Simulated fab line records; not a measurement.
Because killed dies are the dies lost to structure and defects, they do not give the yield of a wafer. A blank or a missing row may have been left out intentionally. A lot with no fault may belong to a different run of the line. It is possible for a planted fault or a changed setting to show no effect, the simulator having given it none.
fab line records	flow n5_finfet	part 1 of 2: steps 1 to 4 of 6
record lots=18	wafers=54	last_day=18
route steps=1938 shown BEOL_M10@1484 BEOL_M11@1558
lots with no fault: from the same line, run without faults
start_h: hours from the record's opening day to when the first of the lot's shown wafers began	wait_h: time in hours since the lot's previous step	" as in the row above	L1.1+2: one row covering several wafers at once	- no value, or no start was given	* or withheld: withheld	< > ~ a bound
route shown NAME@n: NAME is a module with steps in the file, n the number in the route of the first one	usual: mean/standard deviation taken from wafers without a fault	same: alike in all rows	chamber/n: place in a boat	sites: the reading at each site	_std_site: the values' standard deviation	_edge_site: inner sites' mean taken away from outer sites' mean	radius_mm: how far each site lies from the wafer's centre	mask NAME#n: copy n	behind: the last tool/chamber to shape the wafer	hold: reason for holding the lot/hours on hold/outcome of the hold	device: which transistor (n, p or np) failed to switch	end of line: tests run on the same wafers once the route is complete	a step given without rows: its recipe and nothing more	killed: at the first sort, the dies lost to defects and structure; wafer yield is something else	map: dies across one wafer; x = killed, . = not, _ = none there
set.NAME: setting as actually run; set.NAME@STEP: the setting as run at that earlier step	model.NAME: the simulator's own value behind a step, which no gauge read
route steps across a sampled set of lots; one table per step, one row per wafer
services: the hour from which a tool's chamber was out of use, counted from the record's first day as start_h (under 0 if before that day), plus the number of hours and why
## steps
# step N5_BEOL_M10_OVL_MEAS_12
# recipe points_per_wafer=44
# usual M10_OVL=-0.7/0.74
# same points_per_wafer=44
lot.wafer	tool	chamber	start_h	wait_h	M10_OVL[nm]
L074.3	overlay-01	0	214.32	0.0	-1.1
L074.4	"	0	"	"	-1.6
L074.5	"	0	"	"	-1.8
L076.1	overlay-01	0	234.38	0.0	-1.0
L076.3	"	0	"	"	-1.0
L076.4	"	0	"	"	-0.2
L078.1	overlay-02	0	251.74	0.0	-0.5
L078.4	"	0	"	"	0.0
L078.5	"	0	"	"	-2.2
L080.1	overlay-02	0	256.10	0.0	-0.6
L080.3	"	0	"	"	-0.7
L080.5	"	0	"	"	-1.8
L081.1	overlay-01	0	265.35	0.0	-1.5
L081.2	"	0	"	"	-1.1
L081.5	"	0	"	"	-0.3
L082.1	overlay-01	0	274.37	0.0	-1.8
L082.5	"	0	"	"	-1.3
L082.6	"	0	"	"	-2.1
L083.4	overlay-02	0	283.36	0.0	-0.5
L083.5	"	0	"	"	0.2
L083.6	"	0	"	"	0.1
L084.2	overlay-02	0	292.79	0.0	-0.9
L084.4	"	0	"	"	-1.0
L084.5	"	0	"	"	0.7
L086.1	overlay-02	0	293.35	0.0	-0.7
L086.2	"	0	"	"	-1.2
L086.3	"	0	"	"	0.5
L088.1	overlay-02	0	303.73	0.0	-1.7
L088.4	"	0	"	"	-0.2
L088.6	"	0	"	"	-0.3
L087.1	overlay-02	0	303.89	0.0	0.3
L087.2	"	0	"	"	0.0
L087.6	"	0	"	"	-1.5
L089.2	overlay-02	0	319.36	0.0	-1.6
L089.3	"	0	"	"	-1.1
L089.5	"	0	"	"	-0.4
L090.3	overlay-02	0	321.44	0.0	0.7
L090.4	"	0	"	"	-0.2
L090.5	"	0	"	"	-0.6
L092.2	overlay-01	0	329.75	0.0	-0.3
L092.3	"	0	"	"	-0.2
L092.5	"	0	"	"	-0.6
L093.1	overlay-01	0	337.06	0.0	-1.3
L093.4	"	0	"	"	-1.0
L093.6	"	0	"	"	-0.4
L094.1	overlay-02	0	340.38	0.0	0.1
L094.3	"	0	"	"	-0.5
L094.4	"	0	"	"	-0.4
L096.3	overlay-01	0	354.39	0.0	0.2
L096.4	"	0	"	"	-0.1
L096.5	"	0	"	"	-0.7
L097.2	overlay-01	0	363.57	0.0	-0.4
L097.3	"	0	"	"	-0.2
L097.4	"	0	"	"	-0.8
# step N5_BEOL_M10_STRIP_67
# recipe chemistry=CF4	resist=SiARC	power_w=300	bias_power_w=75	pressure_mtorr=50	cf4_flow_sccm=150	rf_frequency_hz=6e+07
# usual bias_power_w=75.03/0.24	chamber_pressure_mTorr=50.00/0.048	drypump_motor_current_A=5.8/0.44	oes_product_au=0.80/0.088	rf_vpp_V=271.6/1.6	showerhead_plenum_p_Torr=1.81/0.062	throttle_valve_pct=13.54/0.23
lot.wafer	tool	chamber	start_h	wait_h	bias_power_w	chamber_pressure_mTorr	drypump_motor_current_A	oes_product_au	rf_hours_counter_h	rf_vpp_V	showerhead_plenum_p_Torr	throttle_valve_pct
L074.3	rie_diel-05	2	214.60	0.0	74.92	50.06	5.6	0.87	24	272.3	1.91	13.35
L074.4	"	3	"	"	75.44	50.05	4.9	0.70	210	273.2	1.85	13.76
L074.5	"	2	"	"	74.87	49.94	5.5	0.88	-	274.5	1.91	13.40
L076.1	rie_diel-06	1	235.03	0.0	75.01	49.91	5.9	0.93	21	271.8	1.91	13.67
L076.3	"	0	"	"	75.21	49.99	5.8	0.67	247	271.3	1.76	14.01
L076.4	"	3	"	"	75.52	50.03	5.8	0.84	57	274.0	1.89	13.40
L078.1	rie_diel-02	1	252.16	0.0	74.83	49.96	6.6	0.78	106	273.2	1.89	13.42
L078.4	"	3	"	"	75.00	49.95	5.8	0.97	5	269.4	1.76	13.21
L078.5	"	3	"	"	75.25	49.99	5.8	0.96	-	269.9	1.76	13.20
L080.1	rie_diel-02	1	256.68	0.0	75.36	49.98	6.5	0.79	108	273.4	1.89	13.41
L080.3	"	0	"	"	74.90	50.07	6.4	0.73	202	269.0	1.77	13.50
L080.5	"	3	"	"	75.23	50.07	5.7	0.95	-	270.2	1.76	13.20
L081.1	rie_diel-02	2	265.71	0.0	74.89	49.98	5.9	0.71	224	271.5	1.84	13.65
L081.2	"	3	"	"	75.21	50.03	5.8	0.95	9	271.1	1.76	13.21
L081.5	"	0	"	"	75.10	50.00	6.3	0.72	-	269.7	1.77	13.51
L082.1	rie_diel-02	3	274.66	0.0	74.77	49.96	5.8	0.93	13	269.8	1.76	13.22
L082.5	"	3	"	"	75.24	50.06	5.8	0.93	-	269.7	1.76	13.22
L082.6	"	0	"	"	75.12	50.05	6.3	0.72	-	271.4	1.77	13.52
L083.4	rie_diel-06	3	283.64	0.0	74.79	50.07	5.7	0.81	79	271.9	1.88	13.45
L083.5	"	3	"	"	75.03	49.90	5.8	0.81	-	274.2	1.88	13.45
L083.6	"	2	"	"	75.10	50.06	5.1	0.69	-	268.6	1.70	14.02
L084.2	rie_diel-05	3	293.23	0.0	75.26	50.03	4.8	0.68	237	273.2	1.84	13.83
L084.4	"	0	"	"	75.35	50.03	5.9	0.83	66	269.0	1.75	13.25
L084.5	"	2	"	"	75.26	50.03	5.5	0.83	-	273.1	1.90	13.46
L086.1	rie_diel-06	2	293.64	0.0	74.51	50.05	5.1	0.69	231	268.4	1.70	14.00
L086.2	"	1	"	"	75.12	50.01	5.9	0.88	44	274.0	1.90	13.70
L086.3	"	0	"	"	74.67	49.99	5.8	0.92	8	270.7	1.76	13.48
L088.1	rie_diel-06	1	304.08	0.0	74.70	50.04	5.9	0.87	49	273.0	1.90	13.73
L088.4	"	0	"	"	74.76	49.96	5.8	0.91	13	269.9	1.76	13.48
L088.6	"	2	"	"	75.28	50.06	5.1	0.69	-	269.0	1.70	14.04
L087.1	rie_diel-06	1	304.33	0.0	75.18	50.03	5.9	0.88	49	273.4	1.90	13.72
L087.2	"	0	"	"	74.76	50.00	5.8	0.92	13	270.2	1.76	13.48
L087.6	"	3	"	"	75.02	49.95	5.8	0.80	-	273.2	1.88	13.46
L089.2	rie_diel-02	3	319.65	0.0	75.21	49.96	5.8	0.89	29	270.5	1.75	13.25
L089.3	"	1	"	"	75.20	50.00	6.6	0.77	129	273.5	1.88	13.47
L089.5	"	3	"	"	75.04	49.98	5.8	0.90	-	269.3	1.75	13.25
L090.3	rie_diel-02	3	321.73	0.0	75.17	50.03	5.8	0.90	30	270.0	1.75	13.25
L090.4	"	0	"	"	74.96	50.02	6.3	0.71	225	271.4	1.77	13.55
L090.5	"	2	"	"	75.33	50.08	5.9	0.69	-	274.1	1.84	13.72
L092.2	rie_diel-02	2	330.03	0.0	75.12	50.00	5.9	0.70	247	271.2	1.84	13.71
L092.3	"	3	"	"	75.00	50.05	5.8	0.89	33	269.2	1.75	13.25
L092.5	"	2	"	"	75.11	50.01	5.9	0.70	-	271.4	1.84	13.70
L093.1	rie_diel-05	0	337.60	0.0	74.79	49.95	5.9	0.83	80	270.3	1.74	13.27
L093.4	"	1	"	"	74.55	49.98	5.2	0.77	-	270.6	1.81	13.90
L093.6	"	2	"	"	75.14	49.98	5.5	0.81	-	273.6	1.89	13.48
L094.1	rie_diel-05	2	340.75	0.0	75.25	50.04	5.6	0.80	71	272.9	1.89	13.47
L094.3	"	0	"	"	75.31	50.09	5.9	0.83	81	271.1	1.74	13.27
L094.4	"	2	"	"	75.05	49.99	5.5	0.81	-	273.1	1.89	13.48
L096.3	rie_diel-06	3	354.82	0.0	75.03	50.00	5.7	0.80	99	273.3	1.88	13.48
L096.4	"	3	"	"	74.62	49.98	5.7	0.80	-	271.2	1.88	13.49
L096.5	"	1	"	"	74.93	50.01	5.9	0.85	-	273.0	1.89	13.77
L097.2	rie_diel-02	3	363.85	0.0	74.71	50.05	5.7	0.87	49	269.9	1.75	13.29
L097.3	"	0	"	"	74.98	50.01	6.4	0.69	243	269.8	1.76	13.58
L097.4	"	1	"	"	74.82	49.98	6.6	0.75	147	274.4	1.88	13.50
# step N5_BEOL_M10_STRIP_36
# recipe chemistry=N2/H2	power_w=450	temp_c=40	pressure_mtorr=20	rf_frequency_hz=6e+07	overash_fraction=0.3	bias_power_w=7	h2_frac=0.5	n2_flow_sccm=200	h2_flow_sccm=200
# usual bias_power_w=6.999/0.022	chamber_pressure_mTorr=20.00/0.039	drypump_motor_current_A=5.7/0.47	oes_product_au=0.80/0.084	rf_vpp_V=59.1/1.7	showerhead_plenum_p_Torr=2.57/0.097	throttle_valve_pct=23.7/0.31
lot.wafer	tool	chamber	start_h	wait_h	bias_power_w	chamber_pressure_mTorr	drypump_motor_current_A	oes_product_au	rf_hours_counter_h	rf_vpp_V	showerhead_plenum_p_Torr	throttle_valve_pct
L074.3	rie_diel-02	0	217.46	0.0	6.992	20.03	6.4	0.74	187	59.4	2.52	23.3
L074.4	"	3	"	"	7.014	20.09	5.7	0.68	248	58.8	2.50	23.7
L074.5	"	0	"	"	7.010	20.00	6.4	0.74	-	56.9	2.52	23.3
L076.1	rie_diel-02	0	236.88	0.0	6.981	19.99	6.3	0.72	196	59.8	2.52	23.3
L076.3	"	1	"	"	7.026	20.01	6.6	0.78	102	57.8	2.67	23.4
L076.4	"	0	"	"	6.972	19.99	6.4	0.73	-	59.2	2.52	23.3
L078.1	rie_diel-05	0	253.47	0.0	7.021	20.03	5.9	0.87	52	60.6	2.47	23.5
L078.4	"	2	"	"	7.037	20.04	5.5	0.86	38	58.4	2.70	23.4
L078.5	"	1	"	"	6.991	20.03	5.2	0.79	-	58.1	2.57	24.1
L080.1	rie_diel-06	1	257.73	0.0	7.039	19.95	5.9	0.91	30	55.8	2.70	24.2
L080.3	"	3	"	"	6.986	19.99	5.8	0.84	67	58.9	2.68	23.6
L080.5	"	1	"	"	7.038	20.05	5.9	0.93	-	58.7	2.70	24.2
L081.1	rie_diel-05	2	268.03	0.0	6.994	20.03	5.6	0.87	41	56.8	2.70	23.4
L081.2	"	3	"	"	7.001	20.06	4.8	0.67	227	61.4	2.62	23.7
L081.5	"	2	"	"	7.005	19.94	5.5	0.86	-	57.0	2.70	23.4
L082.1	rie_diel-02	2	278.43	0.0	7.019	19.98	5.9	0.69	228	59.5	2.61	23.7
L082.5	"	0	"	"	7.000	20.05	6.4	0.72	-	57.3	2.51	23.3
L082.6	"	3	"	"	7.004	19.95	5.8	0.94	-	58.0	2.49	23.4
L083.4	rie_diel-06	0	285.62	0.0	6.976	19.95	5.8	0.97	6	60.2	2.50	23.9
L083.5	"	2	"	"	6.983	19.95	5.1	0.68	-	58.6	2.40	24.1
L083.6	"	3	"	"	6.989	19.99	5.8	0.81	-	60.4	2.68	23.6
L084.2	rie_diel-06	0	296.18	0.0	7.044	19.96	5.8	0.92	9	58.2	2.50	23.9
L084.4	"	1	"	"	6.970	19.97	5.9	0.88	45	57.9	2.70	24.3
L084.5	"	3	"	"	6.971	20.02	5.8	0.83	-	57.6	2.68	23.7
L086.1	rie_diel-02	1	298.28	0.0	6.961	20.01	6.6	0.76	121	59.7	2.66	23.5
L086.2	"	0	"	"	7.002	19.95	6.4	0.70	216	59.8	2.51	23.4
L086.3	"	3	"	"	6.998	19.98	5.8	0.91	20	59.8	2.49	23.4
L088.1	rie_diel-05	3	305.50	0.0	7.010	19.98	4.9	0.67	241	60.2	2.62	23.8
L088.4	"	1	"	"	7.010	20.01	5.2	0.78	-	60.9	2.56	24.1
L088.6	"	2	"	"	7.004	19.98	5.5	0.83	-	59.9	2.69	23.4
L087.1	rie_diel-02	0	305.87	0.0	6.988	19.99	6.4	0.70	220	56.3	2.51	23.4
L087.2	"	2	"	"	6.979	19.97	5.9	0.69	237	61.7	2.61	23.7
L087.6	"	0	"	"	6.971	20.01	6.4	0.70	-	58.7	2.51	23.4
L090.3	rie_diel-02	1	323.84	0.0	7.015	19.90	6.6	0.76	130	59.4	2.66	23.4
L090.4	"	3	"	"	7.007	19.97	5.8	0.89	31	58.7	2.49	23.3
L090.5	"	2	"	"	7.024	20.02	5.9	0.68	-	58.9	2.61	23.7
L089.2	rie_diel-06	0	324.25	0.0	7.025	19.99	5.8	0.89	22	56.2	2.49	23.9
L089.3	"	1	"	"	7.025	20.05	5.9	0.87	58	55.4	2.69	24.3
L089.5	"	0	"	"	7.008	20.04	5.9	0.89	-	56.9	2.49	23.9
L092.2	rie_diel-06	1	331.21	0.0	7.043	19.95	5.9	0.85	60	58.6	2.69	24.3
L092.3	"	3	"	"	6.972	20.07	5.8	0.81	90	57.8	2.67	23.6
L092.5	"	1	"	"	6.996	20.05	5.9	0.87	-	59.6	2.69	24.3
L093.1	rie_diel-02	0	340.00	0.0	6.990	20.07	6.3	0.69	232	58.3	2.50	23.4
L093.4	"	0	"	"	7.014	20.01	6.4	0.70	-	58.2	2.50	23.3
L093.6	"	3	"	"	7.008	20.03	5.8	0.86	-	56.5	2.48	23.4
L094.1	rie_diel-05	0	342.75	0.0	7.009	20.02	5.9	0.82	82	56.4	2.45	23.5
L094.3	"	1	"	"	6.983	20.00	5.2	0.76	135	57.5	2.55	24.1
L094.4	"	0	"	"	7.010	20.01	5.9	0.83	-	59.3	2.45	23.4
L096.3	rie_diel-05	0	356.20	0.0	7.012	19.97	5.9	0.82	86	60.5	2.45	23.4
L096.4	"	3	"	"	6.964	20.03	4.9	0.98	5	61.6	2.61	23.6
L096.5	"	3	"	"	6.988	19.99	4.9	0.97	-	58.6	2.61	23.6
L097.2	rie_diel-05	0	366.71	0.0	6.990	19.99	5.9	0.82	90	60.0	2.45	23.4
L097.3	"	3	"	"	6.975	19.95	4.9	0.96	8	58.0	2.61	23.6
L097.4	"	2	"	"	7.044	19.98	5.6	0.81	81	59.7	2.68	23.5
# step N5_BEOL_M11_STRIP_19
# recipe chemistry=O2	power_w=400	temp_c=40	pressure_mtorr=30	rf_frequency_hz=6e+07	bias_power_w=0	overash_fraction=0.2	o2_flow_sccm=225
# usual chamber_pressure_mTorr=30.00/0.034	drypump_motor_current_A=5.9/0.59	oes_product_au=0.81/0.096	rf_vpp_V=3.7/0.55	showerhead_plenum_p_Torr=2.11/0.08	throttle_valve_pct=16.62/0.19
# same bias_power_w=0
lot.wafer	tool	chamber	start_h	wait_h	chamber_pressure_mTorr	drypump_motor_current_A	oes_product_au	rf_hours_counter_h	rf_vpp_V	showerhead_plenum_p_Torr	throttle_valve_pct
L074.3	rie_diel-03	1	223.40	0.1	29.99	6.1	0.73	155	4.1	2.19	16.84
L074.4	"	2	"	"	29.99	5.5	0.72	201	3.1	2.07	16.77
L074.5	"	1	"	"	29.99	6.1	0.73	-	3.3	2.19	16.84
L076.1	rie_diel-03	0	241.85	0.1	30.04	5.2	0.72	186	2.7	2.00	16.60
L076.3	"	1	"	"	30.02	6.1	0.72	162	3.8	2.19	16.85
L076.4	"	2	"	"	30.00	5.5	0.72	207	5.5	2.07	16.81
L078.1	rie_diel-01	3	260.12	0.1	30.00	6.2	0.76	133	4.2	2.01	16.52
L078.4	"	1	"	"	30.06	4.7	0.91	22	3.7	2.13	16.56
L078.5	"	0	"	"	29.93	5.8	0.90	-	3.3	2.22	16.41
L080.1	rie_diel-04	1	265.37	0.1	30.04	5.4	0.89	33	3.6	2.13	16.52
L080.3	"	3	"	"	30.02	6.8	0.67	240	3.2	1.98	16.61
L080.5	"	1	"	"	30.00	5.4	0.89	-	3.6	2.13	16.50
L081.1	rie_diel-04	1	274.99	0.2	29.95	5.4	0.89	36	4.6	2.13	16.54
L081.2	"	2	"	"	29.97	6.1	0.99	3	3.6	2.06	16.47
L081.5	"	3	"	"	30.07	6.8	0.66	-	4.3	1.98	16.62
L082.1	rie_diel-04	3	283.35	0.1	30.00	6.8	0.65	246	4.1	1.98	16.62
L082.5	"	3	"	"	29.94	6.7	0.66	-	4.4	1.98	16.62
L082.6	"	0	"	"	30.05	5.4	0.74	-	2.7	2.16	16.86
L083.4	rie_diel-01	2	291.16	0.1	30.03	6.5	0.89	-	4.0	2.06	16.67
L083.5	"	2	"	"	29.97	6.5	0.90	-	3.0	2.06	16.67
L083.6	"	1	"	"	30.06	4.7	0.88	-	4.2	2.13	16.58
L084.2	rie_diel-01	1	301.66	0.1	30.00	4.7	0.88	35	3.0	2.13	16.59
L084.4	"	2	"	"	30.02	6.6	0.89	28	4.5	2.06	16.67
L084.5	"	3	"	"	30.05	6.2	0.75	-	3.3	2.01	16.53
L086.1	rie_diel-03	2	304.25	0.2	29.92	5.5	0.71	227	3.9	2.06	16.85
L086.2	"	3	"	"	29.97	6.4	0.85	52	3.4	2.23	16.39
L086.3	"	1	"	"	30.05	6.1	0.71	182	3.9	2.18	16.89
L088.1	rie_diel-04	0	310.91	0.2	30.04	5.4	0.74	202	3.8	2.16	16.87
L088.4	"	1	"	"	30.02	5.4	0.88	-	2.7	2.12	16.55
L088.6	"	2	"	"	30.05	6.1	0.95	-	3.6	2.06	16.49
L087.1	rie_diel-01	1	311.38	0.1	29.98	4.7	0.88	39	4.6	2.13	16.59
L087.2	"	0	"	"	30.05	5.8	0.86	63	3.7	2.21	16.42
L087.6	"	2	"	"	29.96	6.6	0.88	-	4.0	2.06	16.68
L090.3	rie_diel-03	0	329.50	0.1	29.99	5.2	0.70	207	4.0	2.00	16.65
L090.4	"	1	"	"	29.98	6.1	0.69	191	3.7	2.18	16.89
L090.5	"	0	"	"	30.03	5.2	0.71	-	3.7	2.00	16.65
L089.2	rie_diel-04	1	330.53	0.1	29.99	5.4	0.86	57	5.3	2.12	16.54
L089.3	"	0	"	"	30.06	5.4	0.73	210	4.0	2.16	16.89
L089.5	"	3	"	"	29.99	6.8	0.98	-	3.4	2.24	16.20
L092.2	rie_diel-04	1	337.96	0.1	30.00	5.4	0.84	59	4.2	2.12	16.55
L092.3	"	0	"	"	30.01	5.4	0.73	212	3.7	2.16	16.89
L092.5	"	2	"	"	30.02	6.1	0.92	-	3.9	2.06	16.50
L093.1	rie_diel-04	3	345.10	0.1	30.01	6.8	0.95	8	3.1	2.23	16.19
L093.4	"	1	"	"	30.03	5.4	0.85	61	3.3	2.12	16.56
L093.6	"	1	"	"	29.97	5.4	0.85	-	3.7	2.12	16.57
L094.1	rie_diel-03	0	348.50	0.3	29.99	5.2	0.70	213	3.7	1.99	16.64
L094.3	"	3	"	"	30.02	6.4	0.83	68	3.9	2.22	16.45
L094.4	"	2	"	"	29.92	5.5	0.69	241	3.2	2.06	16.88
L096.3	rie_diel-04	2	364.29	0.2	29.98	6.1	0.91	35	3.4	2.05	16.53
L096.4	"	3	"	"	29.93	6.8	0.93	14	3.8	2.23	16.20
L096.5	"	3	"	"	30.01	6.7	0.93	-	5.0	2.23	16.19
L097.2	rie_diel-03	2	372.51	0.2	29.98	5.5	0.68	250	3.8	2.06	16.86
L097.3	"	3	"	"	29.98	6.4	0.82	76	4.5	2.22	16.45
L097.4	"	1	"	"	30.02	6.1	0.69	204	3.7	2.18	16.93
